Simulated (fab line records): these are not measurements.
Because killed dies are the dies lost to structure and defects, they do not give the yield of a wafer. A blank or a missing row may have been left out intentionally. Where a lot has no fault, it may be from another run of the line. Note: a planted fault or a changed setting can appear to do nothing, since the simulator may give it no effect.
Matching of chambers :: flow n5_finfet :: N5_WELL_APT_DESCUM_30 on rie_diel-01: 4 sister chambers
The step chemistry O2, time 7.9 s. 4 wafers are shown with their chamber, then 8 later ones without.

== WAFERS WITH THEIR CHAMBER ==
wafer: L085.1
chamber: 0
showerhead_plenum_p_Torr (Torr): 2.13

wafer: L085.2
chamber: 3
showerhead_plenum_p_Torr (Torr): 2.11

wafer: L085.3
chamber: 1
showerhead_plenum_p_Torr (Torr): 2.06

wafer: L085.4
chamber: 2
showerhead_plenum_p_Torr (Torr): 2.12

== WAFERS WHOSE CHAMBER IS MISSING ==
wafer: L085.5
showerhead_plenum_p_Torr (Torr): 2.13

wafer: L085.6
showerhead_plenum_p_Torr (Torr): 2.06

wafer: L086.2
showerhead_plenum_p_Torr (Torr): 2.12

wafer: L086.3
showerhead_plenum_p_Torr (Torr): 2.11

wafer: L086.5
showerhead_plenum_p_Torr (Torr): 2.13

wafer: L094.2
showerhead_plenum_p_Torr (Torr): 2.12

wafer: L094.4
showerhead_plenum_p_Torr (Torr): 2.05

wafer: L094.5
showerhead_plenum_p_Torr (Torr): 2.05

== EACH ONE'S CHAMBER ==
wafer: L085.5
from the rows above: can't be placed: 0 or 2
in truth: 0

wafer: L085.6
from the rows above: 1
in truth: 1

wafer: L086.2
from the rows above: can't be placed: 2 or 0
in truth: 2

wafer: L086.3
from the rows above: 3
in truth: 3

wafer: L086.5
from the rows above: can't be placed: 0 or 2
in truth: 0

wafer: L094.2
from the rows above: can't be placed: 2 or 0
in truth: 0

wafer: L094.4
from the rows above: 1
in truth: 1

wafer: L094.5
from the rows above: 1
in truth: 1
Placed correctly: 4 of 8. Not placeable from these rows: 4 (in 4, the candidates include the true chamber). Placed wrongly: 0.
How it was worked out, from the rows above alone: a wafer's distance from a chamber is the root of the sum, over the readings, of the square of ((its reading less the chamber's mean) divided by the reading's scatter). The wafer belongs to the nearest chamber; if the next one is less than 2 further off, it can't be placed. Each chamber's mean is taken over the wafers shown for it. The scatter: with one shown wafer a chamber, the root of the mean of the squares of how far each hidden wafer lies from its nearest shown one.
